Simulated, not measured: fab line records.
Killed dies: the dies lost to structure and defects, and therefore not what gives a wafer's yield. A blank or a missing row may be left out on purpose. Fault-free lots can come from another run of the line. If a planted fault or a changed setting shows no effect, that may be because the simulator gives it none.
fab line records ; flow n5Finfet
record: lots: 10; wafers: 30; lastDay: 16
route steps=1938 shown SD_EPI_N@272 SD_EPI_P@321 PASSIVATION@1936
lots that met no fault: taken from a fault-free run of the same line
startH: start of the lot's first displayed wafer, in hours after the record's first day ; waitH: hours since the lot's step before ; " as in the row above ; L1.1+2: several wafers, shown together as one row ; - either no value or no given start ; * or withheld: withheld ; < > ~ a bound
route shown NAME@n: a module of which the file shows steps, and the number in the route of the first ; usual: the fault-free wafers' mean and standard deviation ; same: alike in all rows ; chamber/n: place in a boat ; sites: per-site readings ; _std_site: the standard deviation of these ; _edge_site: the outer-site mean with the inner-site mean subtracted ; radiusMm: how far each site lies from the wafer's centre ; mask NAME#n: copy n ; behind: tool/chamber where the wafer was last shaped ; hold: reason for holding the lot/hours on hold/outcome of the hold ; device: which transistor (n, p or np) failed to switch ; end of line: tests run on the same wafers once the route is complete ; a step given without rows: its recipe and nothing more ; killed: at the first sort, the dies lost to defects and structure; wafer yield is something else ; map: a wafer's dies, marking killed ones x, the rest . and places with no die _
set.NAME: the setting as run; set.NAME@STEP: as run at that earlier step ; model.NAME: the simulator's own value behind a step, which no gauge read
one table for each step of the route and one row for each wafer, over a sample of lots
services: when a tool's chamber went out of use (startH, in hours from the record's first day, below 0 if earlier), for how many hours, and the reason
== steps ==
step: N5_SD_EPI_N_INSPECT_11
recipe: mode: adi; inspectInstrument: macro
usual: rawDefectCount: 2.0/1.5
lot.wafer;tool;chamber;startH;waitH;rawDefectCount
L386.1;defectInspect-01;-;55.49;0.0;2
L386.2;defectInspect-01;-;55.49;0.0;1
L386.3;defectInspect-01;-;55.49;0.0;2
L388.1;defectInspect-01;-;68.05;0.0;5
L388.3;defectInspect-01;-;68.05;0.0;1
L388.6;defectInspect-01;-;68.05;0.0;3
L389.1;defectInspect-02;-;72.41;0.0;2
L389.5;defectInspect-02;-;72.41;0.0;3
L389.6;defectInspect-02;-;72.41;0.0;2
L390.3;defectInspect-01;-;80.61;0.0;0
L390.4;defectInspect-01;-;80.61;0.0;5
L390.5;defectInspect-01;-;80.61;0.0;2
L395.1;defectInspect-01;-;113.29;0.0;0
L395.3;defectInspect-01;-;113.29;0.0;2
L395.6;defectInspect-01;-;113.29;0.0;2
L397.1;defectInspect-01;-;123.62;0.0;0
L397.3;defectInspect-01;-;123.62;0.0;0
L397.4;defectInspect-01;-;123.62;0.0;0
L398.1;defectInspect-02;-;131.23;0.0;3
L398.2;defectInspect-02;-;131.23;0.0;2
L398.3;defectInspect-02;-;131.23;0.0;3
L403.2;defectInspect-01;-;157.44;0.0;2
L403.4;defectInspect-01;-;157.44;0.0;2
L403.5;defectInspect-01;-;157.44;0.0;0
L404.3;defectInspect-02;-;162.54;0.0;1
L404.5;defectInspect-02;-;162.54;0.0;1
L404.6;defectInspect-02;-;162.54;0.0;2
L405.2;defectInspect-01;-;167.85;0.0;3
L405.4;defectInspect-01;-;167.85;0.0;4
L405.6;defectInspect-01;-;167.85;0.0;4
step: N5_SD_EPI_N_ETCH_34
recipe: chemistry: CF4; target: SiARC; targetDepthA: 455; maskMaterial: CAR-ArF-block; timeS: 75.8; ionEnergyEv: 80; pressureMtorr: 40; sourceW: 545; biasW: 36; Ar_flow_sccm: 100; cf4FlowSccm: 100; ends: cleared
usual: drypumpMotorCurrentA: 5.58/0.3; etchRfOnTimeS: 76.5/2.3; oesProductAu: 0.67/0.073; rfFwdPowerW: 540.5/2.2; rfVppV: 184.0/0.97; showerheadPlenumPTorr: 2.13/0.059; throttleValvePct: 15.62/0.22
lot.wafer;tool;chamber;startH;waitH;drypumpMotorCurrentA;etchRfOnTimeS;oesProductAu;rfFwdPowerW;rfHoursCounterH;rfVppV;showerheadPlenumPTorr;throttleValvePct
L386.1;rieDiel-06;3;55.66;0.0;5.93;76.8;0.62;544.0;170;183.5;2.05;15.78
L386.2;rieDiel-06;2;55.66;0.0;5.55;73.4;0.80;539.3;28;185.7;2.19;15.44
L386.3;rieDiel-06;1;55.66;0.0;5.40;77.5;0.58;535.9;248;185.3;2.19;15.87
L388.1;rieDiel-03;3;68.12;0.0;5.93;79.0;0.65;539.9;125;184.1;2.13;15.43
L388.3;rieDiel-03;1;68.12;0.0;5.21;77.6;0.72;538.1;74;184.1;2.07;15.41
L388.6;rieDiel-03;2;68.12;0.0;5.69;79.9;0.81;541.4;-;185.9;2.20;15.37
L389.1;rieDiel-02;3;72.62;0.0;5.77;77.1;0.60;542.0;232;184.8;2.11;15.85
L389.5;rieDiel-02;1;72.62;0.0;5.23;76.4;0.68;541.0;-;183.8;2.09;15.97
L389.6;rieDiel-02;2;72.62;0.0;5.68;75.2;0.63;541.2;-;184.5;2.13;15.75
L390.3;rieDiel-06;2;80.67;0.0;5.51;72.7;0.79;541.8;40;183.8;2.19;15.45
L390.4;rieDiel-06;2;80.67;0.0;5.52;72.8;0.78;541.6;-;183.3;2.19;15.46
L390.5;rieDiel-06;3;80.67;0.0;5.92;76.5;0.61;541.7;-;183.9;2.05;15.81
L395.1;rieDiel-02;0;113.57;0.0;5.72;77.4;0.63;538.9;187;183.6;2.05;15.83
L395.3;rieDiel-02;3;113.57;0.0;5.76;75.8;0.59;542.4;249;183.3;2.11;15.86
L395.6;rieDiel-02;0;113.57;0.0;5.70;77.8;0.63;540.0;-;183.6;2.05;15.83
L397.1;rieDiel-06;2;123.69;0.0;5.54;73.9;0.75;545.2;58;185.5;2.18;15.49
L397.3;rieDiel-06;0;123.69;0.0;6.03;80.0;0.77;540.6;17;184.4;2.09;15.28
L397.4;rieDiel-06;1;123.69;0.0;5.42;73.7;0.81;539.4;17;184.0;2.18;15.41
L398.1;rieDiel-02;2;131.30;0.0;5.67;73.7;0.63;540.0;195;184.9;2.12;15.79
L398.2;rieDiel-02;1;131.30;0.0;5.20;76.9;0.65;539.5;111;182.5;2.08;16.01
L398.3;rieDiel-02;0;131.30;0.0;5.68;78.1;0.63;538.5;196;184.5;2.04;15.82
L403.2;rieDiel-03;1;157.81;0.0;5.21;77.0;0.69;540.1;105;182.4;2.06;15.47
L403.4;rieDiel-03;2;157.81;0.0;5.72;77.6;0.76;538.7;38;185.2;2.19;15.43
L403.5;rieDiel-03;2;157.81;0.0;5.69;78.0;0.76;539.3;-;184.4;2.19;15.42
L404.3;rieDiel-06;1;162.60;0.0;5.41;73.4;0.77;535.3;32;184.9;2.18;15.43
L404.5;rieDiel-06;1;162.60;0.0;5.39;73.4;0.78;538.4;-;184.8;2.18;15.46
L404.6;rieDiel-06;2;162.60;0.0;5.56;72.9;0.74;542.3;-;185.1;2.18;15.50
L405.2;rieDiel-06;1;167.92;0.0;5.39;73.0;0.78;539.7;33;184.5;2.18;15.43
L405.4;rieDiel-06;2;167.92;0.0;5.53;72.9;0.74;539.5;74;185.6;2.17;15.52
L405.6;rieDiel-06;3;167.92;0.0;5.93;75.1;0.60;539.9;-;181.9;2.04;15.88
step: N5_SD_EPI_N_ETCH_16
recipe: chemistry: CHF3/O2; target: SiO2; targetDepthA: 50; maskMaterial: SOC; pressureMtorr: 30; sourceW: 650; biasW: 170; Ar_flow_sccm: 200; CHF3_flow_sccm: 50; O2_flow_sccm: 5; ionEnergyEv: 200
usual: drypumpMotorCurrentA: 5.58/0.3; oesProductAu: 0.79/0.087; rfFwdPowerW: 643.7/2.1; rfVppV: 522/16; showerheadPlenumPTorr: 2.39/0.07; throttleValvePct: 18.88/0.23
lot.wafer;tool;chamber;startH;waitH;drypumpMotorCurrentA;oesProductAu;rfFwdPowerW;rfHoursCounterH;rfVppV;showerheadPlenumPTorr;throttleValvePct
L386.1;rieDiel-06;3;56.24;0.1;5.92;0.73;643.4;171;503;2.30;18.99
L386.2;rieDiel-06;2;56.24;0.1;5.54;0.93;644.5;28;511;2.46;18.74
L386.3;rieDiel-06;1;56.24;0.1;5.40;0.68;640.9;249;522;2.47;19.17
L388.1;rieDiel-03;3;68.70;0.1;5.90;0.77;643.3;125;512;2.40;18.69
L388.3;rieDiel-03;1;68.70;0.1;5.22;0.84;643.7;74;537;2.33;18.66
L388.6;rieDiel-03;2;68.70;0.1;5.70;0.97;643.4;-;545;2.47;18.65
L389.1;rieDiel-02;3;73.20;0.1;5.76;0.70;647.4;232;536;2.38;19.16
L389.5;rieDiel-02;1;73.20;0.1;5.19;0.79;644.9;-;543;2.36;19.39
L389.6;rieDiel-02;2;73.20;0.1;5.70;0.74;644.4;-;511;2.37;18.90
L390.3;rieDiel-06;2;81.25;0.1;5.54;0.90;646.6;40;510;2.45;18.75
L390.4;rieDiel-06;2;81.25;0.1;5.53;0.90;646.3;-;512;2.45;18.77
L390.5;rieDiel-06;3;81.25;0.1;5.92;0.71;645.4;-;504;2.29;19.00
L395.1;rieDiel-02;0;114.15;0.1;5.68;0.73;637.8;188;494;2.29;18.98
L395.3;rieDiel-02;3;114.15;0.1;5.74;0.69;646.6;249;538;2.38;19.20
L395.6;rieDiel-02;0;114.15;0.1;5.70;0.73;641.3;-;492;2.29;18.98
L397.1;rieDiel-06;2;124.27;0.1;5.54;0.87;646.8;58;509;2.45;18.81
L397.3;rieDiel-06;0;124.27;0.1;6.06;0.89;643.7;17;523;2.34;18.55
L397.4;rieDiel-06;1;124.27;0.1;5.41;0.94;642.4;17;521;2.46;18.78
L398.1;rieDiel-02;2;131.88;0.1;5.68;0.73;643.2;195;512;2.36;18.96
L398.2;rieDiel-02;1;131.88;0.1;5.24;0.78;643.0;112;542;2.35;19.45
L398.3;rieDiel-02;0;131.88;0.1;5.66;0.73;640.8;196;492;2.28;19.02
L403.2;rieDiel-03;1;158.39;0.1;5.23;0.80;643.7;105;536;2.32;18.70
L403.4;rieDiel-03;2;158.39;0.1;5.72;0.90;641.2;38;544;2.46;18.71
L403.5;rieDiel-03;2;158.39;0.1;5.71;0.90;642.9;-;547;2.46;18.70
L404.3;rieDiel-06;1;163.18;0.1;5.42;0.90;642.5;32;520;2.46;18.79
L404.5;rieDiel-06;1;163.18;0.1;5.41;0.90;640.7;-;520;2.46;18.79
L404.6;rieDiel-06;2;163.18;0.1;5.56;0.86;644.8;-;510;2.44;18.81
L405.2;rieDiel-06;1;168.50;0.1;5.43;0.91;642.0;34;522;2.46;18.80
L405.4;rieDiel-06;2;168.50;0.1;5.53;0.86;646.2;74;512;2.44;18.83
L405.6;rieDiel-06;3;168.50;0.1;5.93;0.69;642.9;-;503;2.28;19.06
step: N5_SD_EPI_P_EPI_21
recipe: material: SiGe:B; dopant: B; tempC: 550; pressureTorr: 20; ambient: H2; timeS: 355
usual: epiGrowthTimeS: 355/0
lot.wafer;tool;chamber;startH;waitH;epiGrowthTimeS
L386.1;epiRpcvd-04;0;62.62;0.3;355
L386.2;epiRpcvd-04;0;62.62;0.3;355
L386.3;epiRpcvd-04;0;62.62;0.3;355
L388.1;epiRpcvd-04;0;75.94;0.2;355
L388.3;epiRpcvd-04;0;75.94;0.2;355
L388.6;epiRpcvd-04;0;78.34;2.4;355
L389.1;epiRpcvd-02;0;78.59;0.1;355
L389.5;epiRpcvd-02;0;80.03;1.5;355
L389.6;epiRpcvd-02;0;80.03;1.5;355
L390.3;epiRpcvd-04;0;87.50;1.1;355
L390.4;epiRpcvd-04;0;87.50;1.1;355
L390.5;epiRpcvd-04;0;87.50;1.1;355
L395.1;epiRpcvd-04;0;119.54;0.1;355
L395.3;epiRpcvd-04;0;119.54;0.1;467.87
L395.6;epiRpcvd-04;0;121.34;1.8;355
L397.1;epiRpcvd-04;0;130.20;0.1;355
L397.3;epiRpcvd-04;0;130.20;0.1;467.87
L397.4;epiRpcvd-04;0;130.20;0.1;467.87
L398.1;epiRpcvd-04;0;137.47;0.1;355
L398.2;epiRpcvd-04;0;137.47;0.1;467.87
L398.3;epiRpcvd-04;0;137.47;0.1;467.87
L403.2;epiRpcvd-03;0;165.46;0.5;355
L403.4;epiRpcvd-03;0;165.46;0.5;355
L403.5;epiRpcvd-03;0;165.46;0.5;355
L404.3;epiRpcvd-02;0;169.23;0.8;355
L404.5;epiRpcvd-02;0;169.23;0.8;355
L404.6;epiRpcvd-02;0;169.23;0.8;355
L405.2;epiRpcvd-02;0;174.04;0.5;355
L405.4;epiRpcvd-02;0;174.04;0.5;355
L405.6;epiRpcvd-02;0;174.04;0.5;355
step: N5_SD_EPI_P_EPI_MEAS_23
recipe: mode: xrd
usual: thkNm: 60.9/1.3
lot.wafer;tool;chamber;startH;waitH;thkNm
L386.1;filmMetro-02;-;66.52;3.3;58.4
L386.2;filmMetro-02;-;66.52;3.3;60.3
L386.3;filmMetro-02;-;66.52;3.3;58.7
L388.1;filmMetro-02;-;78.85;2.4;60.9
L388.3;filmMetro-02;-;78.85;2.4;60.9
L388.6;filmMetro-02;-;78.85;2.4;57.4
L389.1;filmMetro-01;-;80.79;1.8;59.4
L389.5;filmMetro-01;-;80.79;1.8;60.6
L389.6;filmMetro-01;-;80.79;1.8;60.0
L390.3;filmMetro-02;-;89.46;1.5;62.0
L390.4;filmMetro-02;-;89.46;1.5;59.8
L390.5;filmMetro-02;-;89.46;1.5;62.3
L395.1;filmMetro-01;-;121.75;1.9;62.3
L395.3;filmMetro-01;-;121.75;1.9;72.8
L395.6;filmMetro-01;-;121.75;1.9;61.0
L397.1;filmMetro-01;-;132.40;1.8;62.2
L397.3;filmMetro-01;-;132.40;1.8;74.0
L397.4;filmMetro-01;-;132.40;1.8;71.1
L398.1;filmMetro-02;-;139.66;1.8;60.2
L398.2;filmMetro-02;-;139.66;1.8;76.0
L398.3;filmMetro-02;-;139.66;1.8;75.7
L403.2;filmMetro-01;-;167.30;1.5;61.6
L403.4;filmMetro-01;-;167.30;1.5;60.2
L403.5;filmMetro-01;-;167.30;1.5;60.7
L404.3;filmMetro-02;-;170.71;1.1;61.0
L404.5;filmMetro-02;-;170.71;1.1;62.6
L404.6;filmMetro-02;-;170.71;1.1;61.1
L405.2;filmMetro-02;-;175.90;1.5;60.7
L405.4;filmMetro-02;-;175.90;1.5;60.4
L405.6;filmMetro-02;-;175.90;1.5;63.1
step: N5_PASSIVATION_PROBE_49
usual: killed_at_M0_to_M3: 34/8.9; killed_at_M4_up: 13/4.6; killedAtContacts: 12/5.5; killedAtFrontEnd: 41/11; killedAtOther: 3.1/2.9; killedDies: 102/16; killedOpen: 66/11; killedShort: 34/7.6
same: grossDies: 1180; killedAtBackSide: 0
lot.wafer;tool;chamber;startH;waitH;killed_at_M0_to_M3;killed_at_M4_up;killedAtContacts;killedAtFrontEnd;killedAtOther;killedDies;killedOpen;killedShort
L395.1;prober-02;-;329.95;0.0;22;25;5;20;1;73;52;21
L395.3;prober-02;-;330.05;0.1;29;15;17;46;4;111;61;39
L395.6;prober-02;-;330.20;0.3;39;15;12;38;6;110;71;39
L398.1;prober-02;-;346.22;0.0;35;11;9;32;4;91;60;29
L398.2;prober-02;-;346.27;0.1;21;10;7;51;1;90;64;25
L398.3;prober-02;-;346.32;0.1;63;13;5;20;4;105;62;39
L405.2;prober-01;-;380.96;0.1;19;10;22;35;0;86;53;32
L405.4;prober-01;-;381.06;0.2;41;15;15;27;3;101;68;32
L405.6;prober-01;-;381.16;0.3;29;21;14;22;2;88;67;19
killed by level:class
L395.1 BEOL_M4:geometricParticle:open=8 BEOL_M0_SAQP:geometricParticle:short=7 BEOL_M8:geometricParticle:open=6 FIN_SAQP:geometricParticle:open=4 MOL_CONTACT_COAG:geometricParticle:open=4 BEOL_M0_SAQP:geometricParticle:open=4 BEOL_M1:geometricParticle:open=4 GATE_CUT:geometricParticle:open=3
L395.3 MOL_CONTACT_COAG:geometricParticle:open=14 HKMG_FIN:areaEtch=11 FIN_SAQP:geometricParticle:short=9 FIN_SAQP:geometricParticle:open=9 BEOL_M0_SAQP:geometricParticle:short=9 GATE_CUT:geometricParticle:short=6 BEOL_M1:geometricParticle:open=6 BEOL_M0_SAQP:geometricParticle:open=6
L395.6 FIN_SAQP:geometricParticle:short=11 MOL_CONTACT_COAG:geometricParticle:open=10 BEOL_M1:geometricParticle:open=10 BEOL_M0_SAQP:geometricParticle:short=9 FIN_SAQP:geometricParticle:open=7 BEOL_M2:geometricParticle:open=7 BEOL_M4:geometricParticle:open=6 BEOL_M0_SAQP:geometricParticle:open=5
L398.1 FIN_SAQP:geometricParticle:open=9 BEOL_M1:geometricParticle:open=8 FIN_SAQP:geometricParticle:short=7 BEOL_M2:geometricParticle:open=7 STI_FIN_REVEAL:geometricParticle:open=7 BEOL_M0_SAQP:geometricParticle:short=7 MOL_CONTACT_COAG:geometricParticle:open=6 BEOL_M0_SAQP:geometricParticle:open=5
L398.2 FIN_SAQP:geometricParticle:open=20 FIN_SAQP:geometricParticle:short=8 BEOL_M0_SAQP:geometricParticle:open=7 DUMMY_GATE:geometricParticle:open=6 MOL_CONTACT_COAG:geometricParticle:open=6 BEOL_M0_SAQP:geometricParticle:short=6 BEOL_M3:geometricParticle:open=6 STARTING-WAFER:geometricParticle:short=4
L398.3 BEOL_M0_SAQP:geometricParticle:open=18 BEOL_M0_SAQP:geometricParticle:short=15 BEOL_M1:geometricParticle:open=7 BEOL_M2:geometricParticle:open=6 BEOL_M3:geometricParticle:open=6 STI_FIN_REVEAL:geometricParticle:open=5 BEOL_M1:geometricParticle:short=5 BEOL_M4:geometricParticle:open=4
L405.2 MOL_CONTACT_COAG:geometricParticle:open=17 DUMMY_GATE:geometricParticle:open=6 GATE_CUT:geometricParticle:short=6 BEOL_M0_SAQP:geometricParticle:short=6 BEOL_M4:geometricParticle:open=6 STARTING-WAFER:geometricParticle:short=6 MOL_CONTACT_COAG:geometricParticle:short=5 STARTING-WAFER:geometricParticle:open=4
L405.4 MOL_CONTACT_COAG:geometricParticle:open=14 BEOL_M0_SAQP:geometricParticle:open=13 BEOL_M3:geometricParticle:open=12 DUMMY_GATE:geometricParticle:open=7 FIN_SAQP:geometricParticle:short=6 BEOL_M0_SAQP:geometricParticle:short=5 STARTING-WAFER:geometricParticle:short=5 BEOL_M4:geometricParticle:open=4
L405.6 MOL_CONTACT_COAG:geometricParticle:open=12 BEOL_M4:geometricParticle:open=12 BEOL_M3:geometricParticle:open=10 BEOL_M0_SAQP:geometricParticle:open=9 BEOL_M2:geometricParticle:open=6 DUMMY_GATE:geometricParticle:open=4 STARTING-WAFER:geometricParticle:short=4 GATE_CUT:geometricParticle:open=3
== services ==
tool;chamber;startH;hours;kind
rieDiel-06;2;33.31;9.9;repair
rieDiel-06;0;44.90;-;clean
rieDiel-06;0;44.90;-;consumableReplace:focusRing
rieDiel-06;0;44.90;20.5;scheduledDown
rieDiel-06;0;44.90;20.5;ventCycle
epiRpcvd-03;-;59.74;2.8;pm
rieDiel-03;-;61.54;5.7;repair
rieDiel-06;1;65.46;-;clean
rieDiel-06;1;65.46;-;consumableReplace:focusRing
rieDiel-06;1;65.46;16.3;scheduledDown
rieDiel-06;1;65.46;16.3;ventCycle
rieDiel-02;0;68.45;6.2;repair
rieDiel-02;-;91.15;2.8;pm
rieDiel-06;0;91.22;16.7;repair
rieDiel-02;1;112.26;2.7;repair
rieDiel-02;3;116.22;-;clean
rieDiel-02;3;116.22;-;consumableReplace:focusRing
rieDiel-02;3;116.22;31.6;scheduledDown
rieDiel-02;3;116.22;31.6;ventCycle
rieDiel-06;3;143.16;8.3;repair
rieDiel-06;-;174.34;14.6;pm
== key ==
firstSign: step: N5_SD_EPI_P_EPI_21; reading: epiGrowthTimeS; direction: up; sigmas: 99+; usual: *; struck: *
effect: step: N5_SD_EPI_P_EPI_MEAS_23; reading: thkNm; direction: up; sigmas: 10; usual: *; struck: *
metAt N5_SD_EPI_P_EPI_21
struckLots L395,L397,L398
struckWafers L395.3,L397.3,L397.4,L398.2,L398.3
testerLeftOut L395,L397,L398
baselineLoss: step: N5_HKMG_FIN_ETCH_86; wafers: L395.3
notActingAt N5_SD_EPI_N_INSPECT_11,N5_SD_EPI_N_ETCH_34,N5_SD_EPI_N_ETCH_16
onsetBetween 87.50 119.54
fault: kind: processParameterDrift; tool: epiRpcvd-04; chamber: -; onsetH: 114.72; steps: N5_SD_EPI_P_EPI_21; channel: epiGrowthTimeS; offset: *; shape: step; endH: 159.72; scope: struckWafersOnly; actsIn: *; stated: *
testerLeftOut: of these lots the tester's yield and bins aren't shown, on N5 and GAA mostly nor the transistor test; their killed dies are dies lost to structure and defects alone, not to doping, threshold or leakage, so they don't give the yield
baselineLoss: these wafers lose ten dies or more at that step, a loss of the line's own and not of a fault; the sort's usual values leave them out
